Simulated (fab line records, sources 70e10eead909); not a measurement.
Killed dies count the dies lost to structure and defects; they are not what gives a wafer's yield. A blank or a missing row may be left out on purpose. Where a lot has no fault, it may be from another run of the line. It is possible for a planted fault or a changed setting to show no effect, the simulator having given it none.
Chamber matching	flow nandHarc	4 sister chambers for NHARC_A_BONDPAD_ETCH_12 on rieDiel-03
The step etches the open film in CHF3/O2, target depth 220 nm, time 110 s. 15 wafers are shown with their chamber, then 7 later ones without.

EACH WAFER AND ITS CHAMBER
wafer	chamber	showerheadPlenumPTorr (Torr)	drypumpMotorCurrentA (A)	rfVppV (V)
L913.2	0	2.28	5.38	368.7
L913.5	1	2.33	5.63	368.2
L913.6	2	2.39	6.00	370.1
L918.1	0	2.28	5.39	368.1
L918.2	3	2.25	5.63	368.4
L918.6	0	2.28	5.37	366.9
L921.1	3	2.25	5.69	367.5
L921.3	0	2.28	5.38	368.2
L921.6	1	2.33	5.62	369.7
L924.2	2	2.38	6.03	370.1
L924.6	2	2.38	6.03	370.4
L923.1	1	2.33	5.65	368.6
L923.2	2	2.38	6.02	372.5
L932.1	1	2.33	5.62	369.3
L932.3	2	2.38	6.02	369.3

SIGNATURES (means of the wafers above)
reading	chamber 0	chamber 1	chamber 2	chamber 3	scatter within a chamber
showerheadPlenumPTorr	2.2800	2.3300	2.3820	2.2500	0.0027
drypumpMotorCurrentA	5.3800	5.6300	6.0200	5.6600	0.0171
rfVppV	367.975	368.950	370.480	367.950	0.919
Rule: a wafer lies at a distance from a chamber equal to the root of the sum of squares, over the readings, of (its reading less the chamber's mean, divided by the reading's scatter). The wafer belongs to the nearest chamber; if the next one is less than 2 further off, it can't be placed. The scatter: take each reading less its chamber's mean, square it, sum over the shown wafers, divide by the number of wafers less the number of chambers, and take the root.

WAFERS WITHOUT THEIR CHAMBER
wafer	showerheadPlenumPTorr (Torr)	drypumpMotorCurrentA (A)	rfVppV (V)
L932.4	2.28	5.36	370.3
L934.3	2.38	6.02	369.6
L934.4	2.33	5.62	370.2
L934.5	2.33	5.65	368.5
L933.1	2.38	6.02	370.7
L933.2	2.33	5.63	369.8
L933.3	2.25	5.65	367.9

EACH ONE'S CHAMBER
wafer	from the rows above	in truth
L932.4	0	0
L934.3	2	2
L934.4	1	1
L934.5	1	1
L933.1	2	2
L933.2	1	1
L933.3	3	3
Correctly placed: 7 of 7. Left unplaced by these rows: 0. Placed wrongly: 0.
